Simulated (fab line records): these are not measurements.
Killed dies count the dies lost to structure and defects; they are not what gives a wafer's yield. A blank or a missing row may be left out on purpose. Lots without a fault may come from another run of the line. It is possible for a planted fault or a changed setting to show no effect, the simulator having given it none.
Matching of chambers | flow n5_finfet | 4 sister chambers for N5_DUMMY_GATE_ETCH_44 on rie_si-05
The step etches poly-Si in HBr/O2, stops on SiO2, target depth 127.5 nm. 14 wafers are shown with their chamber, then 7 later ones without.

## WAFERS WITH THEIR CHAMBER
wafer  | chamber | drypump_motor_current_A (A) | throttle_valve_pct (%) | oes_product_au (a.u.)
L076.3 | 3       | 6.0                         | 18.60                  | 0.728
L076.5 | 2       | 6.0                         | 18.50                  | 0.740
L076.6 | 3       | 6.0                         | 18.61                  | 0.723
L077.2 | 3       | 6.0                         | 18.61                  | 0.724
L077.4 | 1       | 5.7                         | 18.57                  | 0.728
L077.5 | 1       | 5.8                         | 18.59                  | 0.728
L083.4 | 1       | 5.7                         | 18.55                  | 0.722
L083.5 | 0       | 6.4                         | 18.73                  | 0.743
L083.6 | 3       | 6.0                         | 18.61                  | 0.720
L084.3 | 1       | 5.7                         | 18.60                  | 0.739
L084.4 | 0       | 6.4                         | 18.75                  | 0.733
L084.5 | 2       | 5.9                         | 18.52                  | 0.758
L086.1 | 2       | 5.9                         | 18.51                  | 0.747
L086.3 | 0       | 6.4                         | 18.75                  | 0.739

SIGNATURES, as means of the wafers listed above
reading                 | chamber 0 | chamber 1 | chamber 2 | chamber 3 | scatter within a chamber
drypump_motor_current_A | 6.400     | 5.725     | 5.933     | 6.000     | 0.0376
throttle_valve_pct      | 18.7433   | 18.5775   | 18.5100   | 18.6075   | 0.0142
oes_product_au          | 0.73833   | 0.72925   | 0.74833   | 0.72375   | 0.00632
Rule: a wafer lies at a distance from a chamber equal to the root of the sum of squares, over the readings, of (its reading less the chamber's mean, divided by the reading's scatter). The wafer belongs to the nearest chamber; if the next one is less than 2 further off, it can't be placed. The scatter: the root of (the sum of the squares of (reading less its chamber's mean) over the shown wafers, divided by (wafers less chambers)).

## WAFERS WITHOUT THEIR CHAMBER
wafer  | drypump_motor_current_A (A) | throttle_valve_pct (%) | oes_product_au (a.u.)
L086.5 | 5.9                         | 18.52                  | 0.754
L088.2 | 6.4                         | 18.74                  | 0.749
L088.4 | 5.8                         | 18.57                  | 0.731
L088.5 | 5.9                         | 18.52                  | 0.739
L090.1 | 5.9                         | 18.52                  | 0.750
L090.3 | 6.0                         | 18.40                  | 0.734
L090.5 | 6.0                         | 18.39                  | 0.738

## EACH ONE'S CHAMBER
wafer  | from the rows above | in truth
L086.5 | 2                   | 2
L088.2 | 0                   | 0
L088.4 | 1                   | 1
L088.5 | 2                   | 2
L090.1 | 2                   | 2
L090.3 | 2                   | 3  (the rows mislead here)
L090.5 | 2                   | 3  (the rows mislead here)
Correctly placed: 5 of 7. Left unplaced by these rows: 0. Placed wrongly: 2.
